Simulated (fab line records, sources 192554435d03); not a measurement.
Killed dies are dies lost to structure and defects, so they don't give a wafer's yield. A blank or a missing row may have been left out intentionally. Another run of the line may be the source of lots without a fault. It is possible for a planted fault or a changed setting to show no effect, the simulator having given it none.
Chamber matching / flow n5_finfet / rie_diel-01 running N5_BEOL_M3_STRIP_36: 4 sister chambers
The step strips in N2/H2. 4 wafers are shown with their chamber, then 9 later ones without.

## WAFERS PAIRED WITH THEIR CHAMBERS
wafer=L077.6; chamber=0; showerhead_plenum_p_Torr (Torr)=2.59
wafer=L080.2; chamber=3; showerhead_plenum_p_Torr (Torr)=2.41
wafer=L083.5; chamber=2; showerhead_plenum_p_Torr (Torr)=2.40
wafer=L083.6; chamber=1; showerhead_plenum_p_Torr (Torr)=2.63

## WAFERS WITH NO CHAMBER GIVEN
wafer=L088.1; showerhead_plenum_p_Torr (Torr)=2.62
wafer=L088.2; showerhead_plenum_p_Torr (Torr)=2.39
wafer=L088.4; showerhead_plenum_p_Torr (Torr)=2.41
wafer=L089.2; showerhead_plenum_p_Torr (Torr)=2.62
wafer=L089.4; showerhead_plenum_p_Torr (Torr)=2.41
wafer=L089.5; showerhead_plenum_p_Torr (Torr)=2.62
wafer=L092.2; showerhead_plenum_p_Torr (Torr)=2.58
wafer=L092.4; showerhead_plenum_p_Torr (Torr)=2.39
wafer=L092.6; showerhead_plenum_p_Torr (Torr)=2.40

## WHICH CHAMBER EACH ONE RAN IN
wafer=L088.1; from the rows above=1; in truth=1
wafer=L088.2; from the rows above=can't be placed: 2 or 3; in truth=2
wafer=L088.4; from the rows above=can't be placed: 3 or 2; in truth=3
wafer=L089.2; from the rows above=1; in truth=1
wafer=L089.4; from the rows above=can't be placed: 3 or 2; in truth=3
wafer=L089.5; from the rows above=1; in truth=1
wafer=L092.2; from the rows above=0; in truth=0
wafer=L092.4; from the rows above=can't be placed: 2 or 3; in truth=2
wafer=L092.6; from the rows above=can't be placed: 2 or 3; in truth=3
Placed correctly: 4 of 9. Can't be placed from these rows: 5 (the true chamber is among the candidates in 5). 0 placed wrongly.
How it was worked out, from the rows above alone: a wafer's distance from a chamber is the root of the sum, over the readings, of the square of ((its reading less the chamber's mean) divided by the reading's scatter). The wafer belongs to the nearest chamber; if the next one is less than 2 further off, it can't be placed. For every chamber, the mean is computed from those of its wafers that are shown. The scatter (one wafer shown for each chamber): square how far every hidden wafer sits from the nearest shown wafer, average those squares and take the square root.
